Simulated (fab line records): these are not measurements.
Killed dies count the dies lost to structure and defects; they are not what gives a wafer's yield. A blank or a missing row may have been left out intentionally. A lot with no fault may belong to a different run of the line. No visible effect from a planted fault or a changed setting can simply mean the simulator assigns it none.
Matching of chambers + flow nandHarc + NHARC_A_CONTACT_ALD_18 on aldMetal-02: 4 sister chambers
The step deposits TiN, target thk 3 nm, pulse time 1 s, ald cycles 150. 14 wafers are shown with their chamber, then 7 later ones without.

## WAFERS WITH THEIR CHAMBER
| wafer  | chamber | heaterPowerW (W) | precursorPulseHeightRel |
|--------|---------|------------------|-------------------------|
| L147.2 | 1       | 1178             | 0.998                   |
| L147.3 | 0       | 1080             | 1.033                   |
| L147.4 | 2       | 933              | 1.000                   |
| L148.1 | 2       | 890              | 0.981                   |
| L148.3 | 0       | 1057             | 1.045                   |
| L148.4 | 3       | 920              | 0.983                   |
| L154.2 | 0       | 1075             | 1.002                   |
| L154.5 | 3       | 927              | 0.998                   |
| L154.6 | 0       | 1069             | 0.966                   |
| L156.3 | 0       | 1071             | 0.988                   |
| L156.4 | 3       | 913              | 0.968                   |
| L156.5 | 3       | 924              | 1.021                   |
| L157.1 | 1       | 1163             | 1.030                   |
| L157.5 | 0       | 1092             | 0.977                   |

SIGNATURES (means of the wafers above)
| reading                 | chamber 0 | chamber 1 | chamber 2 | chamber 3 | scatter within a chamber |
|-------------------------|-----------|-----------|-----------|-----------|--------------------------|
| heaterPowerW            | 1074.00   | 1170.50   | 911.50    | 921.00    | 13.5                     |
| precursorPulseHeightRel | 1.00183   | 1.01400   | 0.99050   | 0.99250   | 0.0267                   |
Rule: for each reading, subtract the chamber's mean from the wafer's reading, divide by that reading's scatter and square the result; add these up over the readings and take the root, which gives the wafer's distance from the chamber. The wafer belongs to the nearest chamber; if the next one is less than 2 further off, it can't be placed. The scatter is the square root of a quotient: the sum, over the shown wafers, of each reading's squared deviation from its chamber's mean, divided by wafers minus chambers.

## WAFERS MISSING THEIR CHAMBER
| wafer  | heaterPowerW (W) | precursorPulseHeightRel |
|--------|------------------|-------------------------|
| L157.6 | 944              | 1.004                   |
| L169.1 | 938              | 1.019                   |
| L169.3 | 916              | 0.994                   |
| L169.5 | 1071             | 1.011                   |
| L170.2 | 1075             | 0.993                   |
| L170.3 | 949              | 0.984                   |
| L170.4 | 952              | 0.993                   |

## WHICH CHAMBER EACH WENT THROUGH
| wafer  | from the rows above     | in truth |
|--------|-------------------------|----------|
| L157.6 | can't be placed: 3 or 2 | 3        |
| L169.1 | can't be placed: 3 or 2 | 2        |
| L169.3 | can't be placed: 2 or 3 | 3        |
| L169.5 | 0                       | 0        |
| L170.2 | 0                       | 0        |
| L170.3 | can't be placed: 3 or 2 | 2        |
| L170.4 | can't be placed: 3 or 2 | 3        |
2 of 7 placed correctly. Can't be placed from these rows: 5 (the true chamber is among the candidates in 5). Number placed wrongly: 0.
